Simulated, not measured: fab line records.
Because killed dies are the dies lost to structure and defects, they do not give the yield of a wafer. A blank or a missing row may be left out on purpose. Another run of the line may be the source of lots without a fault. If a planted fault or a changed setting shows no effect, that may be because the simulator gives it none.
fab line records | flow n5-finfet | part 2 of 2: steps 19 to 26 of 26
record: lots: 5 | wafers: 15 | last-day: 17
route steps=1938 shown BEOL_M4@1035
lots with no fault: from the same line, run without faults
start-h: the number of hours between the record's first day and the start of the first shown wafer of the lot | wait-h: hours since the lot's step before | " unchanged from the row above | L1.1+2: a single row standing in for several wafers | - no value present, or no start provided | * or withheld: withheld | < > ~ a bound
route shown NAME@n: names a module that has steps shown in the file, with the first one's number in the route | usual: mean/standard deviation of fault-free wafers | same: alike in all rows | chamber/n: place in a boat | sites: each site's reading | _std_site: their standard deviation | _edge_site: inner sites' mean taken away from outer sites' mean | radius-mm: for every site, how far away it sits from the centre of the wafer | mask NAME#n: copy n | behind: the last tool/chamber to shape the wafer | hold: why the lot went on hold/how many hours it stayed there/how the hold came to an end | device: which transistor (n, p or np) failed to switch | end of line: at the end of the route, the tests of the same wafers | a step without rows: its recipe alone | killed: dies lost to structure and defects at the first sort, not the wafer's yield | map: shows each die of a wafer: x if killed, . if not, _ if none is there
set.NAME: the setting the step ran with; set.NAME@STEP: the setting that earlier step ran with | model.NAME: the simulator's own value behind a step, which no gauge read
a table for each step, a row for each wafer; lots at some steps of the route
services: the hour from which a tool's chamber was out of use, counted from the record's first day as start-h (under 0 if before that day), plus the number of hours and why
== steps ==
step: N5_BEOL_M4_EXPOSE_25
recipe: mask-id: V3 | na: 0.33 | source-shape: quasar | sigma-inner: 0.2 | sigma-outer: 0.8 | polarization: unpolarized | defocus-nm: 5 | dose-mj: 63
usual: stage-msd-nm: 0.86/0.059
same: dipole-opening-deg: 30 | na: 0.33 | sigma-inner: 0.2
lot.wafer | tool           | chamber | start-h | wait-h | mask | stage-msd-nm
L074.1    | euv-scanner-01 | 0       | 156.85  | -      | V3#0 | 0.92
L074.2    | "              | 0       | "       | "      | V3#0 | 0.92
L074.3    | "              | 0       | "       | "      | V3#0 | 0.92
L088.1    | euv-scanner-02 | 0       | 246.77  | -      | V3#0 | 0.81
L088.3    | "              | 0       | "       | "      | V3#0 | 0.81
L088.6    | "              | 0       | "       | "      | V3#0 | 0.81
L089.1    | euv-scanner-02 | 0       | 254.98  | -      | V3#0 | 0.81
L089.4    | "              | 0       | "       | "      | V3#0 | 0.81
L089.6    | "              | 0       | "       | "      | V3#0 | 0.81
L092.4    | euv-scanner-02 | 0       | 270.10  | -      | V3#0 | 0.81
L092.5    | "              | 0       | "       | "      | V3#0 | 0.81
L092.6    | "              | 0       | "       | "      | V3#0 | 0.81
L093.1    | euv-scanner-02 | 0       | 274.61  | -      | V3#0 | 0.81
L093.5    | "              | 0       | "       | "      | V3#0 | 0.82
L093.6    | "              | 0       | "       | "      | V3#0 | 0.81
step: N5_BEOL_M4_PEB_26
recipe: peb-temp-c: 100 | peb-time-s: 60 | resist: CAR-EUV
usual: exhaust-pa: 45.1/0.95
lot.wafer | tool           | chamber | start-h | wait-h | exhaust-pa
L074.1    | litho-track-05 | 0       | 156.92  | 0.1    | 44.9
L074.2    | "              | 0       | "       | "      | 43.7
L074.3    | "              | 0       | "       | "      | 44.9
L088.1    | litho-track-02 | 0       | 246.85  | 0.1    | 44.0
L088.3    | "              | 0       | "       | "      | 44.0
L088.6    | "              | 0       | "       | "      | 42.9
L089.1    | litho-track-04 | 0       | 255.06  | 0.1    | 43.0
L089.4    | "              | 0       | "       | "      | 45.2
L089.6    | "              | 0       | "       | "      | 45.7
L092.4    | litho-track-02 | 0       | 270.15  | 0.0    | 44.9
L092.5    | "              | 0       | "       | "      | 44.7
L092.6    | "              | 0       | "       | "      | 43.8
L093.1    | litho-track-02 | 0       | 274.69  | 0.1    | 45.7
L093.5    | "              | 0       | "       | "      | 46.0
L093.6    | "              | 0       | "       | "      | 44.2
step: N5_BEOL_M4_DEVELOP_27
recipe: develop-time-s: 30 | developer: TMAH | resist: CAR-EUV | rinse-liquid: surfactant-rinse | dry: air-spin | dev-temp-c: 23
usual: developer-temp-C: 23.00/0.11 | exhaust-pa: 45.2/0.99
lot.wafer | tool           | chamber | start-h | wait-h | developer-temp-C | exhaust-pa
L074.1    | litho-track-05 | 0       | -       | -      | 23.10            | 45.4
L074.2    | "              | 0       | "       | "      | 22.86            | 43.8
L074.3    | "              | 0       | "       | "      | 23.15            | 44.5
L088.1    | litho-track-02 | 0       | -       | -      | 22.91            | 45.4
L088.3    | "              | 0       | "       | "      | 23.12            | 44.7
L088.6    | "              | 0       | "       | "      | 22.84            | 46.5
L089.1    | litho-track-04 | 0       | -       | -      | 22.98            | 44.8
L089.4    | "              | 0       | "       | "      | 22.74            | 45.8
L089.6    | "              | 0       | "       | "      | 22.88            | 45.3
L092.4    | litho-track-02 | 0       | -       | -      | 23.06            | 43.9
L092.5    | "              | 0       | "       | "      | 23.16            | 43.2
L092.6    | "              | 0       | "       | "      | 23.17            | 42.9
L093.1    | litho-track-02 | 0       | -       | -      | 22.77            | 46.3
L093.5    | "              | 0       | "       | "      | 22.96            | 45.9
L093.6    | "              | 0       | "       | "      | 23.03            | 46.3
step: N5_BEOL_M4_CD_MEAS_28
recipe: target-cd-nm: 26.2 | landing-energy-ev: 500 | detector: se-inlens | target-cd-y-nm: 24.1 | polarity: opening
usual: cd-nm: 26.13/0.24
lot.wafer | tool      | chamber | start-h | wait-h | cd-nm
L074.1    | cd-sem-02 | 0       | 156.99  | -      | 26.24
L074.2    | "         | 0       | "       | "      | 26.52
L074.3    | "         | 0       | "       | "      | 26.16
L088.1    | cd-sem-01 | 0       | 246.92  | -      | 26.29
L088.3    | "         | 0       | "       | "      | 26.50
L088.6    | "         | 0       | "       | "      | 25.93
L089.1    | cd-sem-03 | 0       | 255.12  | -      | 26.08
L089.4    | "         | 0       | "       | "      | 26.45
L089.6    | "         | 0       | "       | "      | 26.14
L092.4    | cd-sem-01 | 0       | 270.22  | -      | 26.31
L092.5    | "         | 0       | "       | "      | 26.01
L092.6    | "         | 0       | "       | "      | 26.11
L093.1    | cd-sem-03 | 0       | 274.76  | -      | 26.08
L093.5    | "         | 0       | "       | "      | 25.77
L093.6    | "         | 0       | "       | "      | 25.81
step: N5_BEOL_M4_OVL_MEAS_29
recipe: points-per-wafer: 522
usual: V3_OVL: 0.5/0.62
lot.wafer | tool       | chamber | start-h | wait-h | V3_OVL[nm]
L074.1    | overlay-02 | 0       | 157.02  | 0.0    | 1.3
L074.2    | "          | 0       | "       | "      | 0.6
L074.3    | "          | 0       | "       | "      | 0.4
L088.1    | overlay-01 | 0       | 246.95  | 0.0    | 0.8
L088.3    | "          | 0       | "       | "      | 1.1
L088.6    | "          | 0       | "       | "      | 1.3
L089.1    | overlay-01 | 0       | 255.15  | 0.0    | 1.0
L089.4    | "          | 0       | "       | "      | 0.8
L089.6    | "          | 0       | "       | "      | 1.0
L092.4    | overlay-01 | 0       | 270.26  | 0.0    | -1.1
L092.5    | "          | 0       | "       | "      | -0.8
L092.6    | "          | 0       | "       | "      | -0.2
L093.1    | overlay-02 | 0       | 274.79  | 0.0    | 0.1
L093.5    | "          | 0       | "       | "      | 0.0
L093.6    | "          | 0       | "       | "      | 0.2
step: N5_BEOL_M4_INSPECT_30
recipe: mode: adi | inspect-instrument: brightfield
usual: raw-defect-count: 403/88
lot.wafer | tool              | chamber | start-h | wait-h | raw-defect-count
L074.1    | defect-inspect-02 | -       | 157.08  | 0.1    | 259
L074.2    | "                 | -       | "       | "      | 318
L074.3    | "                 | -       | "       | "      | 381
L088.1    | defect-inspect-01 | -       | 247.01  | 0.1    | 393
L088.3    | "                 | -       | "       | "      | 482
L088.6    | "                 | -       | "       | "      | 773
L089.1    | defect-inspect-02 | -       | 255.21  | 0.1    | 419
L089.4    | "                 | -       | "       | "      | 568
L089.6    | "                 | -       | "       | "      | 342
L092.4    | defect-inspect-01 | -       | 270.30  | 0.0    | 340
L092.5    | "                 | -       | "       | "      | 316
L092.6    | "                 | -       | "       | "      | 278
L093.1    | defect-inspect-02 | -       | 274.85  | 0.1    | 517
L093.5    | "                 | -       | "       | "      | 320
L093.6    | "                 | -       | "       | "      | 229
step: N5_BEOL_M4_DESCUM_33
recipe: chemistry: O2 | time-s: 7 | source-power-w: 50 | bias-power-w: 20 | pressure-mtorr: 20 | rf-frequency-hz: 2.712e+07 | temp-c: 40 | resist: CAR-EUV | o2-flow-sccm: 225
usual: drypump-motor-current-A: 5.6/0.48 | o2-flow-sccm: 224.9/0.67 | oes-product-au: 0.79/0.057 | rf-vpp-V: 243.1/1.4 | showerhead-plenum-p-Torr: 2.09/0.067 | throttle-valve-pct: 20.40/0.24
lot.wafer | tool        | chamber | start-h | wait-h | drypump-motor-current-A | o2-flow-sccm | oes-product-au | rf-hours-counter-h | rf-vpp-V | showerhead-plenum-p-Torr | throttle-valve-pct
L074.1    | rie-diel-06 | 3       | 157.39  | 0.3    | 6.6                     | 224.3        | 0.80           | 85                 | 244.6    | 2.12                     | 20.63
L074.2    | "           | 0       | "       | "      | 6.3                     | 224.4        | 0.87           | 32                 | 241.5    | 2.04                     | 20.43
L074.3    | "           | 1       | "       | "      | 4.8                     | 225.0        | 0.74           | 157                | 242.6    | 2.03                     | 20.71
L088.1    | rie-diel-06 | 1       | 247.04  | 0.0    | 4.8                     | 226.6        | 0.72           | 188                | 240.3    | 2.02                     | 20.77
L088.3    | "           | 3       | "       | "      | 6.6                     | 225.4        | 0.77           | 113                | 243.4    | 2.11                     | 20.66
L088.6    | "           | 3       | "       | "      | 6.6                     | 224.1        | 0.77           | -                  | 242.8    | 2.11                     | 20.66
L089.1    | rie-diel-03 | 0       | 255.25  | 0.0    | 5.5                     | 225.3        | 0.81           | 97                 | 244.7    | 2.21                     | 20.00
L089.4    | "           | 3       | "       | "      | 6.0                     | 223.7        | 0.74           | 158                | 242.5    | 2.08                     | 20.17
L089.6    | "           | 1       | "       | "      | 6.1                     | 223.6        | 0.86           | -                  | 243.8    | 2.13                     | 20.22
L092.4    | rie-diel-02 | 1       | 270.44  | 0.1    | 5.0                     | 225.4        | 0.82           | 71                 | 242.6    | 2.03                     | 20.39
L092.5    | "           | 0       | "       | "      | 5.4                     | 225.2        | 0.70           | -                  | 241.2    | 2.06                     | 20.52
L092.6    | "           | 1       | "       | "      | 5.0                     | 225.5        | 0.82           | -                  | 241.9    | 2.03                     | 20.42
L093.1    | rie-diel-03 | 1       | 274.88  | 0.0    | 6.1                     | 225.0        | 0.84           | 74                 | 243.9    | 2.13                     | 20.24
L093.5    | "           | 3       | "       | "      | 6.0                     | 225.6        | 0.74           | -                  | 244.0    | 2.08                     | 20.18
L093.6    | "           | 2       | "       | "      | 5.6                     | 225.6        | 0.83           | -                  | 244.2    | 2.12                     | 20.07
step: N5_BEOL_M4_ETCH_77
recipe: chemistry: N2/H2 | target: underlayer | target-depth-a: 65 | mask-material: CAR-EUV | time-s: 5.2 | ion-energy-ev: 200 | pressure-mtorr: 30 | source-w: 840 | bias-w: 150 | n2-flow-sccm: 200 | h2-flow-sccm: 200 | ends: cleared
usual: drypump-motor-current-A: 5.6/0.48 | etch-rf-on-time-s: 5.28/0.14 | oes-product-au: 0.67/0.049 | rf-vpp-V: 523.7/2.5 | showerhead-plenum-p-Torr: 2.54/0.077 | throttle-valve-pct: 17.80/0.27
lot.wafer | tool        | chamber | start-h | wait-h | drypump-motor-current-A | etch-rf-on-time-s | oes-product-au | rf-hours-counter-h | rf-vpp-V | showerhead-plenum-p-Torr | throttle-valve-pct
L074.1    | rie-diel-06 | 3       | 157.42  | 0.0    | 6.6                     | 5.14              | 0.69           | 85                 | 526.2    | 2.58                     | 18.11
L074.2    | "           | 0       | "       | "      | 6.2                     | 5.19              | 0.75           | 32                 | 522.2    | 2.48                     | 17.78
L074.3    | "           | 1       | "       | "      | 4.9                     | 5.13              | 0.64           | 157                | 522.2    | 2.42                     | 17.89
L088.1    | rie-diel-06 | 1       | 247.08  | 0.0    | 4.9                     | 5.21              | 0.62           | 188                | 520.3    | 2.41                     | 17.92
L088.3    | "           | 3       | "       | "      | 6.6                     | 5.11              | 0.67           | 113                | 524.3    | 2.57                     | 18.13
L088.6    | "           | 3       | "       | "      | 6.6                     | 5.18              | 0.66           | -                  | 523.0    | 2.57                     | 18.16
L089.1    | rie-diel-03 | 0       | 255.28  | 0.0    | 5.5                     | 5.18              | 0.69           | 97                 | 525.8    | 2.67                     | 17.31
L089.4    | "           | 3       | "       | "      | 6.0                     | 5.11              | 0.63           | 158                | 523.1    | 2.53                     | 17.77
L089.6    | "           | 1       | "       | "      | 6.1                     | 5.35              | 0.72           | -                  | 526.2    | 2.58                     | 17.58
L092.4    | rie-diel-02 | 1       | 270.48  | 0.0    | 5.1                     | 5.52              | 0.68           | 71                 | 521.8    | 2.47                     | 17.93
L092.5    | "           | 0       | "       | "      | 5.4                     | 5.46              | 0.59           | -                  | 522.4    | 2.53                     | 18.13
L092.6    | "           | 1       | "       | "      | 5.1                     | 5.57              | 0.68           | -                  | 520.5    | 2.47                     | 17.94
L093.1    | rie-diel-03 | 1       | 274.92  | 0.0    | 6.1                     | 5.38              | 0.71           | 74                 | 523.0    | 2.58                     | 17.62
L093.5    | "           | 3       | "       | "      | 6.0                     | 5.19              | 0.62           | -                  | 522.2    | 2.53                     | 17.78
L093.6    | "           | 2       | "       | "      | 5.6                     | 5.20              | 0.69           | -                  | 523.4    | 2.57                     | 17.35
== services ==
tool           | chamber | start-h | hours | kind
rie-diel-06    | 0       | 162.38  | 3.7   | repair
rie-diel-02    | 1       | 162.82  | 3.1   | repair
euv-scanner-02 | -       | 165.44  | 1.0   | pm
euv-scanner-01 | -       | 176.56  | 1.0   | pm
euv-scanner-02 | -       | 193.10  | 4.6   | pm
rie-metal-01   | -       | 195.05  | 14.6  | pm
rie-metal-01   | -       | 210.27  | 0.7   | repair
euv-scanner-02 | -       | 221.59  | 1.0   | pm
euv-scanner-02 | -       | 232.00  | 5.8   | pm
euv-scanner-01 | 0       | 235.32  | -     | calibration
rie-diel-06    | 3       | 237.05  | 5.0   | repair
rie-metal-01   | 1       | 246.97  | 16.4  | repair
euv-scanner-02 | -       | 257.08  | 0.2   | repair
rie-metal-03   | -       | 264.13  | 0.5   | repair
euv-scanner-02 | -       | 270.22  | 0.3   | repair
